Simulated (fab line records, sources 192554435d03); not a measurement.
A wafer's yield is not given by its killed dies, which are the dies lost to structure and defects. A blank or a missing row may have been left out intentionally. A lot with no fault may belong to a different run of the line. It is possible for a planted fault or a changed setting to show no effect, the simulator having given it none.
Split-lot study | flow n5-finfet | route with 1938 steps; 7 lots, 21 wafers read

THE SPLIT ITSELF
At N5_DUMMY_GATE_ETCH_42 (etches SiO2 in CHF3/O2, target depth 3.5 nm, time 31 s), the setting bias-w was moved away from the recipe's 12 W on 8 of the 21 wafers read, by -9.6% to +13.9%. This setting was run at the recipe's value on the other wafers.

The reading is taken at the split's own step.

THE READING
rf-vpp-V, in V, at N5_DUMMY_GATE_ETCH_42 (etches SiO2 in CHF3/O2, target depth 3.5 nm, time 31 s). Typical for fault-free wafers on this fab line: 42.6 V, with standard deviation 0.97 V.

wafer  | tool, chamber at the split | bias-w as run, W | against the recipe | rf-vpp-V, V | against lot-mates on the recipe
L074.1 | rie-diel-05, 0             | 12               | recipe             | 43.6        | -
L074.3 | rie-diel-05, 1             | 12               | recipe             | 43.8        | -
L074.6 | rie-diel-05, 3             | 13.18            | +9.8%              | 45.1        | +1.4
L078.1 | rie-diel-06, 3             | 11.3             | -5.8%              | 42.2        | +1.2
L078.2 | rie-diel-06, 0             | 12               | recipe             | 41.0        | -
L078.5 | rie-diel-06, 2             | 11.3             | -5.8%              | 40.1        | -0.9
L081.1 | rie-diel-02, 0             | 12               | recipe             | 43.5        | -
L081.2 | rie-diel-02, 3             | 12               | recipe             | 42.8        | -
L081.5 | rie-diel-02, 1             | 12               | recipe             | 43.3        | -
L088.1 | rie-diel-02, 0             | 12               | recipe             | 43.1        | -
L088.3 | rie-diel-02, 2             | 10.85            | -9.6%              | 39.2        | -3.3
L088.6 | rie-diel-02, 2             | 12               | recipe             | 42.0        | -
L090.1 | rie-diel-05, 2             | 10.95            | -8.8%              | 39.5        | -3.2
L090.2 | rie-diel-05, 1             | 10.95            | -8.8%              | 39.2        | -3.5
L090.3 | rie-diel-05, 3             | 12               | recipe             | 42.7        | -
L096.1 | rie-diel-05, 0             | 13.67            | +13.9%             | 48.5        | +6.9
L096.2 | rie-diel-05, 1             | 12               | recipe             | 41.6        | -
L096.4 | rie-diel-05, 2             | 13.67            | +13.9%             | 46.3        | +4.7
L097.1 | rie-diel-02, 0             | 12               | recipe             | 44.2        | -
L097.5 | rie-diel-02, 0             | 12               | recipe             | 43.5        | -
L097.6 | rie-diel-02, 3             | 12               | recipe             | 43.2        | -

FIT RESULTS
A straight line over all 21 wafers: rf-vpp-V changes by +0.332 V for each +1% of bias-w; r = +0.92; the points scatter about the line by 0.94 V.
The same after taking each lot's own level away (the mean of its wafers on the recipe; 21 wafers): +0.332 V for each +1%; r = +0.90; scatter 1 V.
On that fit, the largest move of bias-w shifts the reading by 4.6 V.
The lots' own levels span 41.00 to 43.70 V, that is 2.8 times the standard deviation above.
The two slopes agree, so the slope changes little with the lot-to-lot level.
Check: +3.91 V against its lot-mates is what the line predicts for one of the wafers moved furthest among these (+13.9%) when that wafer is left out of the fit. Against them it came out at +6.9 V.
Tool readings at the split's step, against how far the setting was moved: rf-vpp-V r = +0.92.

ADDITIONAL SPLITS CARRIED BY THESE WAFERS
These wafers also went through other splits before the reading. Each is held against what the fit with the lots' levels taken away leaves over:
other split on the same wafers            | wafers away from the commonest value | r with rf-vpp-V (lot level and that fit taken away)
N5_WELL_APT_EXPOSE_05 dose-mj             | 7                                    | -0.40
N5_WELL_APT_PEB_06 peb-time-s             | 9                                    | -0.13
N5_PMOS_HMC_CHANNEL_EPI_PEB_07 peb-time-s | 6                                    | +0.26
N5_PMOS_HMC_CHANNEL_EPI_ETCH_32 bias-w    | 6                                    | +0.39
N5_FIN_SAQP_HM_DEP_03 time-s              | 8                                    | +0.19
N5_FIN_SAQP_EXPOSE_13 dose-mj             | 8                                    | +0.26
N5_DUMMY_GATE_ETCH_32 time-s              | 7                                    | +0.25

FILE'S OWN FIT
rf-vpp-V changes by +0.314 V for each +1% of bias-w, r = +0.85.
